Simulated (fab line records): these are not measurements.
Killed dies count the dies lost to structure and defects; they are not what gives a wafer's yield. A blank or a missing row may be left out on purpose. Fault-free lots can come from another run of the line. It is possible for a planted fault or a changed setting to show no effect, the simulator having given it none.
Split-lot study	flow n5 finfet	route with 1938 steps; 7 lots, 21 wafers read

ABOUT THE SPLIT
At N5_MOL_CONTACT_COAG_ALD_27 (deposits SiOC, target thk 17 nm, pulse time 1.5 s, time 2720 s), the setting ald cycles was moved away from the recipe's 340 on 7 of the 21 wafers read, by -6.5% to +8.8%. The other wafers ran this setting at the recipe's value.

Reading taken at the split's own step.

THE READING
SiOC_of_MOL_CONTACT_COAG_ALD_27.thk nm (the simulator's own value, which no gauge read), in nm, at N5_MOL_CONTACT_COAG_ALD_27 (deposits SiOC, target thk 17 nm, pulse time 1.5 s, time 2720 s). There is no usual value for it anywhere in the file. The 14 wafers here that ran the recipe average 17.0 nm, standard deviation 0.082 nm.

wafer	tool, chamber at the split	ald cycles as run	against the recipe	SiOC_of_MOL_CONTACT_COAG_ALD_27.thk nm, nm	against lot-mates on the recipe
L074.3	ald sin-03, 3,1	324	-4.7%	16.2	-0.8
L074.6	ald sin-03, 3,1	324	-4.7%	16.2	-0.8
L074.5	ald sin-03, 0	340	recipe	17	-
L078.2	ald sin-03, 3,1,0	340	recipe	17	-
L078.5	ald sin-03, 3,1,0	340	recipe	17	-
L078.6	ald sin-03, 3,1,0	340	recipe	17	-
L079.1	ald sin-04, 0	340	recipe	16.8	-
L079.2	ald sin-04, 1,2	340	recipe	17	-
L079.3	ald sin-04, 1,2	340	recipe	17	-
L085.1	ald sin-02, 3	370	+8.8%	18.2	no lot-mate on the recipe
L085.3	ald sin-02, 0	370	+8.8%	18.4	no lot-mate on the recipe
L085.6	ald sin-02, 0	370	+8.8%	18.4	no lot-mate on the recipe
L094.4	ald sin-02, 0,2	340	recipe	17	-
L094.5	ald sin-02, 0,2	340	recipe	17	-
L094.6	ald sin-02, 3	324	-4.7%	16.2	-0.8
L096.2	ald sin-03, 3	318	-6.5%	15.8	-1.0
L096.3	ald sin-03, 2	340	recipe	16.8	-
L096.6	ald sin-03, 2	340	recipe	16.8	-
L097.2	ald sin-02, 0,3,1	340	recipe	17	-
L097.3	ald sin-02, 0,3,1	340	recipe	17	-
L097.4	ald sin-02, 0,3,1	340	recipe	17	-
When a row names more than one chamber, that row covers several wafers, and the file does not tell which wafer ran in which chamber.

FIT RESULTS
A straight line over all 21 wafers: SiOC_of_MOL_CONTACT_COAG_ALD_27.thk nm changes by +0.16 nm for each +1% of ald cycles; r = +0.99; the points scatter about the line by 0.085 nm.
The same after taking each lot's own level away (the mean of its wafers on the recipe; 18 wafers): +0.164 nm for each +1%; r = +0.99; scatter 0.045 nm.
That fit puts the effect of the largest move of ald cycles on the reading at 1.4 nm.
The span of the lots' own levels, 16.80 to 17.00 nm, comes to 2.4 times the standard deviation stated above.
Consequently the slope shifts little with the lot-to-lot level, the two slopes agreeing.
Check: -1.1 nm against its lot-mates is what the line predicts for one of the wafers moved furthest among these (-6.5%) when that wafer is left out of the fit. It came out at -1 nm against them.

OTHER SPLITS ON THESE WAFERS
Before the reading, these wafers also passed through other splits. Each is held against what the fit with the lots' levels taken away leaves over:
other split on the same wafers	wafers away from the commonest value	r with SiOC_of_MOL_CONTACT_COAG_ALD_27.thk nm (lot level and that fit taken away)
N5_MOL_CONTACT_COAG_COAT_02 spin rpm	4	-0.02

THE FILE'S OWN FIT
SiOC_of_MOL_CONTACT_COAG_ALD_27.thk nm changes by +0.162 nm for each +1% of ald cycles, r = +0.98.
